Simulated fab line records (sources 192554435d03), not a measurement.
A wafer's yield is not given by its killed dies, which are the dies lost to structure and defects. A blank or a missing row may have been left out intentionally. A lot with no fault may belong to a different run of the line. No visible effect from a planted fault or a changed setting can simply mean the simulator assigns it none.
The tool behind it: which one? -- flow n5 finfet -- 22 lots with 66 wafers sampled at 6 steps, on a route of 1938 steps

== WHAT EACH GAUGE READ, for each wafer ==
Not one reading of a measure or inspect step in the record can be checked against a usual standard deviation.

== TOOL THAT RAN EACH LOT (tool first, then ch and the chambers of the sampled wafers, then the start) ==
lot,N5_HKMG_FIN_DESCUM_17,N5_HKMG_FIN_ETCH_32,N5_HKMG_FIN_ETCH_86,N5_HKMG_FIN_CMP_94,N5_GATE_CUT_STRIP_59,N5_GATE_CUT_STRIP_21
L074,"rie diel-02 ch 0,1,3, day 4 07:48","rie diel-02 ch 0,1,3, day 4 07:53","rie diel-06 ch 0,1,2, day 4 09:07","cmp-03 ch 0,2, day 4 11:57","rie diel-05 ch 0,2,3, day 4 12:37","plasma asher-02 ch 0,1, day 4 16:42"
L075,"rie diel-03 ch 0,1, day 4 10:50","rie diel-03 ch 0,1, day 4 10:56","rie diel-02 ch 0,2,3, day 4 12:14","cmp-02 ch 2,3, day 4 15:04","rie diel-01 ch 1,2, day 4 15:43","plasma asher-02 ch 0,1, day 4 19:48"
L076,"rie diel-06 ch 1,2,3, day 4 14:43","rie diel-06 ch 1,2,3, day 4 14:49","rie diel-06 ch 1,2,3, day 4 16:02","cmp-03 ch 0,3, day 4 18:56","rie diel-05 ch 0,2, day 4 19:35","plasma asher-01 ch 0,1, day 5 00:04"
L077,"rie diel-06 ch 0,1,2, day 4 21:37","rie diel-06 ch 0,1,2, day 4 21:43","rie diel-03 ch 0,1,3, day 4 22:56","cmp-02 ch 1,2,3, day 5 01:56","rie diel-05 ch 1,2,3, day 5 02:35","plasma asher-02 ch 0,1, day 5 08:46"
L078,"rie diel-02 ch 1,3, day 5 02:55","rie diel-02 ch 1,3, day 5 03:00","rie diel-03 ch 0,1,2, day 5 04:14","cmp-03 ch 1,2,3, day 5 07:09","rie diel-05 ch 1,2, day 5 07:52","plasma asher-02 ch 0,1, day 5 11:50"
L079,"rie diel-03 ch 1,2,3, day 5 09:03","rie diel-03 ch 1,2,3, day 5 09:08","rie diel-03 ch 0,2,3, day 5 10:23","cmp-03 ch 0,2,3, day 5 13:13","rie diel-05 ch 0,1,3, day 5 13:54","plasma asher-02 ch 0,1, day 5 18:30"
L080,"rie diel-06 ch 1,2,3, day 5 13:55","rie diel-06 ch 1,2,3, day 5 14:01","rie diel-03 ch 0,2,3, day 5 15:22","cmp-03 ch 0,2,3, day 5 18:16","rie diel-04 ch 2,3, day 5 18:50","plasma asher-02 ch 0,1, day 5 23:54"
L081,"rie diel-03 ch 0,3, day 5 21:10","rie diel-03 ch 0,3, day 5 21:16","rie diel-06 ch 0,3, day 5 22:31","cmp-02 ch 1,3, day 6 01:34","rie diel-05 ch 1,2,3, day 6 02:14","plasma asher-02 ch 0,1, day 6 06:13"
L082,"rie diel-06 ch 1,2,3, day 6 02:10","rie diel-06 ch 1,2,3, day 6 02:15","rie diel-03 ch 2,3, day 6 03:29","cmp-01 ch 0,1,3, day 6 06:23","rie diel-05 ch 1,2, day 6 06:58","plasma asher-02 ch 0,1, day 6 10:57"
L083,"rie diel-03 ch 0,1,3, day 6 09:53","rie diel-03 ch 0,1,3, day 6 09:58","rie diel-03 ch 1,2,3, day 6 11:12","cmp-02 ch 0,1,3, day 6 14:16","rie diel-04 ch 0,1,3, day 6 14:55","plasma asher-02 ch 0,1, day 6 18:53"
L085,"rie diel-03 ch 0,1,3, day 6 23:13","rie diel-03 ch 0,1,3, day 6 23:19","rie diel-02 ch 0,2, day 7 00:37","cmp-02 ch 0,1,3, day 7 03:46","rie diel-05 ch 0,3, day 7 05:20","plasma asher-01 ch 0,1, day 7 10:02"
L088,"rie diel-06 ch 2,3, day 7 15:37","rie diel-06 ch 2,3, day 7 15:42","rie diel-02 ch 0,1, day 7 16:55","cmp-01 ch 0,2,3, day 7 19:45","rie diel-05 ch 0,2, day 7 20:25","plasma asher-01 ch 0,1, day 8 00:40"
L086,"rie diel-02 ch 0,1, day 7 18:04","rie diel-02 ch 0,1, day 7 18:09","rie diel-06 ch 1,2, day 7 19:23","cmp-01 ch 0,2,3, day 7 22:13","rie diel-05 ch 1,2,3, day 7 22:53","plasma asher-02 ch 0,1, day 8 02:58"
L089,"rie diel-06 ch 1,2,3, day 7 23:32","rie diel-06 ch 1,2,3, day 7 23:38","rie diel-03 ch 1,2,3, day 8 00:55","cmp-03 ch 0,1,3, day 8 03:56","rie diel-05 ch 0,1,3, day 8 04:52","plasma asher-01 ch 0,1, day 8 08:53"
L090,"rie diel-02 ch 0,1,3, day 8 04:37","rie diel-02 ch 0,1,3, day 8 04:43","rie diel-02 ch 0,1, day 8 05:56","cmp-03 ch 1,2, day 8 08:53","rie diel-05 ch 0,1,2, day 8 09:52","plasma asher-01 ch 0,1, day 8 14:02"
L091,"rie diel-03 ch 0,2,3, day 8 10:02","rie diel-03 ch 0,2,3, day 8 10:07","rie diel-02 ch 0,1,3, day 8 11:21","cmp-01 ch 0,1,3, day 8 14:20","rie diel-01 ch 0,1,3, day 8 15:15","plasma asher-02 ch 0,1, day 8 21:42"
L093,"rie diel-02 ch 0,1,3, day 8 23:31","rie diel-02 ch 0,1,3, day 8 23:36","rie diel-02 ch 0,2,3, day 9 00:55","cmp-01 ch 0,2,3, day 9 04:06","rie diel-04 ch 1,2,3, day 9 04:55","plasma asher-01 ch 0,1, day 9 09:01"
L092,"rie diel-03 ch 0,2,3, day 9 01:21","rie diel-03 ch 0,2,3, day 9 01:26","rie diel-06 ch 2,3, day 9 02:50","cmp-03 ch 0,2,3, day 9 05:53","rie diel-05 ch 0,2,3, day 9 06:32","plasma asher-01 ch 0,1, day 9 10:32"
L094,"rie diel-03 ch 1,3, day 9 09:04","rie diel-03 ch 1,3, day 9 09:09","rie diel-02 ch 0,3, day 9 10:26","cmp-01 ch 1,2, day 9 13:21","rie diel-04 ch 0,2,3, day 9 15:41","plasma asher-02 ch 0,1, day 9 20:11"
L095,"rie diel-03 ch 1,2, day 9 11:52","rie diel-03 ch 1,2, day 9 11:57","rie diel-02 ch 0,1, day 9 13:14","cmp-03 ch 0,3, day 9 16:16","rie diel-05 ch 0,1,2, day 9 16:55","plasma asher-01 ch 0,1, day 9 21:06"
L096,"rie diel-03 ch 0,2,3, day 9 18:37","rie diel-03 ch 0,2,3, day 9 18:42","rie diel-03 ch 0,3, day 9 19:56","cmp-02 ch 0,1,3, day 9 22:47","rie diel-05 ch 0,1,2, day 10 01:53","plasma asher-01 ch 0,1, day 10 06:17"
L097,"rie diel-02 ch 0,1,2, day 10 03:46","rie diel-02 ch 0,1,2, day 10 03:51","rie diel-02 ch 0,1,3, day 10 05:07","cmp-01 ch 1,3, day 10 07:56","rie diel-05 ch 0,1,2, day 10 08:36","plasma asher-02 ch 0, day 10 13:41"
- N5_HKMG_FIN_DESCUM_17: chemistry O2, time 7.9 s.
- N5_HKMG_FIN_ETCH_32: etches SOC in N2/H2, target depth 240 nm, time 300 s.
- N5_HKMG_FIN_ETCH_86: etches SOC in N2/H2, stops on TiN, target depth 393.2 nm.
- N5_HKMG_FIN_CMP_94: polishes, stops on SiNx, t overpolish 4.7 s, target thk 43.299 nm.
- N5_GATE_CUT_STRIP_59: strips in N2/H2, time 20 s.
- N5_GATE_CUT_STRIP_21: strips in N2/H2, time 30 s.

== WHAT THE TOOLS THEMSELVES READ (means of the sampled wafers that have a number; where no wafer has one, the mark that the record gives instead) ==
N5_HKMG_FIN_DESCUM_17.
lot,tool,drypump motor current A (A),oes product au (a.u.),rf vpp V (V),showerhead plenum p Torr (Torr),throttle valve pct (%)
L074,rie diel-02,5.9,0.76,245.3,2.19,20.62
L075,rie diel-03,5.6,0.79,245.4,2.17,20.30
L076,rie diel-06,5.7,0.76,242.6,2.04,20.63
L077,rie diel-06,5.4,0.72,243.0,2.11,20.69
L078,rie diel-02,5.8,0.83,244.6,2.22,20.33
L079,rie diel-03,5.8,0.75,242.7,2.06,20.32
L080,rie diel-06,5.7,0.75,242.0,2.03,20.65
L081,rie diel-03,6.1,0.75,243.4,2.06,20.59
L082,rie diel-06,5.7,0.75,242.8,2.03,20.65
L083,rie diel-03,5.9,0.75,244.0,2.09,20.45
L085,rie diel-03,5.8,0.74,243.1,2.09,20.45
L088,rie diel-06,5.7,0.77,241.5,1.98,20.58
L086,rie diel-02,6.4,0.89,243.8,2.18,20.39
L089,rie diel-06,5.7,0.74,242.1,2.03,20.68
L090,rie diel-02,5.9,0.90,244.0,2.18,20.36
L091,rie diel-03,6.0,0.73,241.9,2.03,20.51
L093,rie diel-02,5.9,0.88,244.9,2.18,20.38
L092,rie diel-03,6.0,0.72,242.9,2.02,20.50
L094,rie diel-03,5.6,0.74,242.8,2.11,20.35
L095,rie diel-03,5.7,0.74,242.8,2.05,20.27
L096,rie diel-03,6.0,0.71,242.4,2.02,20.52
L097,rie diel-02,6.1,0.86,244.2,2.17,20.45

N5_HKMG_FIN_ETCH_32.
lot,tool,drypump motor current A (A),oes product au (a.u.),rf vpp V (V),showerhead plenum p Torr (Torr),throttle valve pct (%)
L074,rie diel-02,6.0,0.75,527.4,2.64,17.91
L075,rie diel-03,5.6,0.79,526.1,2.62,17.62
L076,rie diel-06,5.7,0.76,521.7,2.47,18.03
L077,rie diel-06,5.4,0.72,524.4,2.56,18.11
L078,rie diel-02,5.9,0.82,528.5,2.68,17.68
L079,rie diel-03,5.8,0.76,523.1,2.50,17.73
L080,rie diel-06,5.7,0.75,521.4,2.47,18.04
L081,rie diel-03,6.1,0.75,522.6,2.49,17.90
L082,rie diel-06,5.8,0.75,522.0,2.47,18.06
L083,rie diel-03,5.8,0.75,523.5,2.53,17.79
L085,rie diel-03,5.9,0.75,524.1,2.53,17.80
L088,rie diel-06,5.7,0.77,520.1,2.41,17.95
L086,rie diel-02,6.4,0.87,526.2,2.64,17.65
L089,rie diel-06,5.7,0.73,521.7,2.46,18.08
L090,rie diel-02,6.0,0.90,527.0,2.63,17.64
L091,rie diel-03,6.0,0.72,522.7,2.45,17.88
L093,rie diel-02,6.0,0.87,527.0,2.63,17.66
L092,rie diel-03,6.0,0.73,521.3,2.45,17.90
L094,rie diel-03,5.7,0.74,524.0,2.57,17.73
L095,rie diel-03,5.8,0.74,522.9,2.50,17.71
L096,rie diel-03,6.0,0.71,521.4,2.44,17.91
L097,rie diel-02,6.1,0.85,527.1,2.63,17.72

N5_HKMG_FIN_ETCH_86.
lot,tool,drypump motor current A (A),oes product au (a.u.),rf vpp V (V),showerhead plenum p Torr (Torr),throttle valve pct (%)
L074,rie diel-06,5.4,0.73,241.1,2.56,18.08
L075,rie diel-02,5.8,0.69,240.5,2.61,18.12
L076,rie diel-06,5.7,0.76,240.9,2.47,18.01
L077,rie diel-03,5.9,0.75,240.5,2.54,17.75
L078,rie diel-03,5.8,0.77,240.8,2.54,17.67
L079,rie diel-03,6.0,0.74,239.2,2.46,17.82
L080,rie diel-03,6.0,0.74,239.9,2.46,17.82
L081,rie diel-06,5.7,0.76,239.6,2.44,17.92
L082,rie diel-03,5.9,0.73,239.3,2.42,17.77
L083,rie diel-03,5.8,0.74,239.1,2.50,17.72
L085,rie diel-02,6.2,0.86,241.5,2.60,17.84
L088,rie diel-02,6.3,0.87,242.2,2.67,17.56
L086,rie diel-06,5.5,0.72,240.2,2.52,18.12
L089,rie diel-03,5.8,0.73,240.4,2.49,17.73
L090,rie diel-02,6.3,0.86,243.0,2.67,17.57
L091,rie diel-02,6.0,0.89,241.6,2.63,17.62
L093,rie diel-02,5.8,0.91,241.7,2.60,17.72
L092,rie diel-06,5.7,0.75,239.2,2.40,17.97
L094,rie diel-02,5.6,0.88,241.4,2.59,17.69
L095,rie diel-02,6.3,0.84,241.7,2.66,17.61
L096,rie diel-03,6.0,0.70,239.7,2.44,17.97
L097,rie diel-02,6.0,0.85,241.6,2.62,17.67

N5_HKMG_FIN_CMP_94.
lot,tool,edge zone pressure frac,motor current A (A),slurry filter dp kPa (kPa)
L074,cmp-03,0.999,11.8,13.43
L075,cmp-02,0.999,10.8,13.31
L076,cmp-03,0.994,11.6,13.50
L077,cmp-02,1.002,10.3,13.51
L078,cmp-03,0.996,12.2,13.49
L079,cmp-03,0.996,11.4,13.37
L080,cmp-03,1.007,11.6,13.40
L081,cmp-02,1.005,10.5,13.53
L082,cmp-01,0.998,12.3,13.55
L083,cmp-02,0.999,10.7,13.55
L085,cmp-02,1.001,10.6,13.51
L088,cmp-01,1.003,11.4,13.49
L086,cmp-01,1.000,12.0,13.59
L089,cmp-03,1.000,11.7,13.43
L090,cmp-03,1.000,12.0,13.50
L091,cmp-01,1.002,12.4,13.45
L093,cmp-01,1.001,11.2,13.56
L092,cmp-03,0.998,11.6,13.63
L094,cmp-01,1.001,12.1,13.62
L095,cmp-03,1.001,11.1,13.56
L096,cmp-02,0.998,10.5,13.48
L097,cmp-01,0.999,12.7,13.47

N5_GATE_CUT_STRIP_59.
lot,tool,drypump motor current A (A),oes product au (a.u.),rf vpp V (V),showerhead plenum p Torr (Torr),throttle valve pct (%)
L074,rie diel-05,5.6,0.75,45.1,3.34,12.10
L075,rie diel-01,6.0,0.73,45.9,3.45,12.31
L076,rie diel-05,5.6,0.77,45.5,3.36,12.03
L077,rie diel-05,5.8,0.74,46.2,3.34,12.13
L078,rie diel-05,5.8,0.76,44.2,3.36,12.05
L079,rie diel-05,5.7,0.72,45.7,3.33,12.22
L080,rie diel-04,5.3,0.75,46.1,3.47,12.23
L081,rie diel-05,5.8,0.73,45.5,3.34,12.14
L082,rie diel-05,5.8,0.74,44.6,3.36,12.18
L083,rie diel-04,5.5,0.80,45.6,3.45,12.21
L085,rie diel-05,5.7,0.71,45.0,3.31,12.21
L088,rie diel-05,5.4,0.74,45.0,3.34,12.17
L086,rie diel-05,5.8,0.72,45.1,3.33,12.18
L089,rie diel-05,5.7,0.70,45.2,3.32,12.27
L090,rie diel-05,5.6,0.72,45.4,3.34,12.19
L091,rie diel-01,5.6,0.84,46.2,3.37,11.89
L093,rie diel-04,5.5,0.74,45.9,3.41,12.30
L092,rie diel-05,5.6,0.71,44.5,3.32,12.18
L094,rie diel-04,5.4,0.77,45.2,3.49,12.26
L095,rie diel-05,5.6,0.71,45.6,3.33,12.24
L096,rie diel-05,5.6,0.71,45.3,3.33,12.25
L097,rie diel-05,5.6,0.72,45.0,3.33,12.26

N5_GATE_CUT_STRIP_21.
lot,tool,drypump motor current A (A),heater power w (W)
L074,plasma asher-02,5.5,384
L075,plasma asher-02,5.5,391
L076,plasma asher-01,6.0,345
L077,plasma asher-02,5.5,384
L078,plasma asher-02,5.5,383
L079,plasma asher-02,5.5,386
L080,plasma asher-02,5.7,371
L081,plasma asher-02,5.5,386
L082,plasma asher-02,5.5,389
L083,plasma asher-02,5.7,372
L085,plasma asher-01,6.1,346
L088,plasma asher-01,5.9,341
L086,plasma asher-02,5.7,368
L089,plasma asher-01,5.9,341
L090,plasma asher-01,6.0,339
L091,plasma asher-02,5.5,382
L093,plasma asher-01,6.1,339
L092,plasma asher-01,6.1,339
L094,plasma asher-02,5.7,371
L095,plasma asher-01,6.0,345
L096,plasma asher-01,5.9,344
L097,plasma asher-02,5.3,395

== THE ANSWER, worked out from the rows above alone ==
Rule: what is usual is taken from the lots themselves. The widest of any qualifying gaps counts: lots, ordered by their means at a reading, are off when they make up no more than a third of the lots, leave a main group of 4 or more, and stand apart from it by 3 or more times the standard deviation of that group's means. A main group whose means are all the same, to the digits that the tables above print for the reading, isn't used. A lot without any number at a reading at which 4 lots or more have one is off too. All remaining lots with rows at the step are treated as sound. The gauges are gone through in route order, then the tools' own readings, and for those a lot's mean is taken as printed above. The first step at which some lot is off is used, and at that step the reading that is off furthest; a lot without a number counts as furthest.
None of the lots is off at any reading shown; this tells nothing.

== WHAT HAD BEEN PUT IN BY THE SIMULATOR ==
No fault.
